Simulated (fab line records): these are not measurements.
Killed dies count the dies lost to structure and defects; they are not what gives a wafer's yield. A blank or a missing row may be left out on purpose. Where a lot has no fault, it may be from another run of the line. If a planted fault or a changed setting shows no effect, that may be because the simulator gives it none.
Matching of chambers	flow n5 finfet	pecvd-01 running N5_BEOL_M9_DEP_56: 3 sister chambers
The step deposits SiCN from 3MS/NH3, target thk 15 nm, time 26.5 s. 6 wafers are shown with their chamber, then 11 later ones without.

WAFERS PAIRED WITH THEIR CHAMBERS
wafer	chamber	showerhead plenum p Torr (Torr)	throttle valve pct (%)
L087.2	2	3.660	9.0
L087.5	2	3.657	9.1
L089.2	0	3.658	8.9
L089.4	0	3.668	9.0
L089.5	1	3.665	9.1
L091.2	1	3.669	9.2

WAFERS WITHOUT THEIR CHAMBER
wafer	showerhead plenum p Torr (Torr)	throttle valve pct (%)
L091.3	3.667	8.7
L091.5	3.668	9.0
L093.1	3.665	9.0
L093.2	3.663	9.2
L093.3	3.668	8.7
L092.2	3.653	9.0
L092.4	3.660	8.7
L092.6	3.652	9.0
L097.2	3.669	8.9
L097.4	3.663	9.0
L097.6	3.676	9.1

THE CHAMBER EACH PASSED THROUGH
wafer	from the rows above	in truth
L091.3	can't be placed: 0 or 2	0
L091.5	can't be placed: 0 or 1 or 2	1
L093.1	can't be placed: 0 or 2 or 1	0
L093.2	can't be placed: 1 or 2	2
L093.3	can't be placed: 0 or 2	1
L092.2	can't be placed: 2 or 0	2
L092.4	can't be placed: 0 or 2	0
L092.6	can't be placed: 2 or 0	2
L097.2	can't be placed: 0 or 2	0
L097.4	can't be placed: 0 or 2 or 1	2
L097.6	can't be placed: 1 or 0 or 2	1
Placed correctly: 0 of 11. Unplaceable from these rows: 11, with the true chamber sitting among the candidates in 10. Number placed wrongly: 0.
How it was worked out, from the rows above alone: a wafer's distance from a chamber is the root of the sum, over the readings, of the square of ((its reading less the chamber's mean) divided by the reading's scatter). The wafer belongs to the nearest chamber; if the next one is less than 2 further off, it can't be placed. The mean given for a chamber averages the wafers shown for that chamber. The scatter: the root of (the sum of the squares of (reading less its chamber's mean) over the shown wafers, divided by (wafers less chambers)).
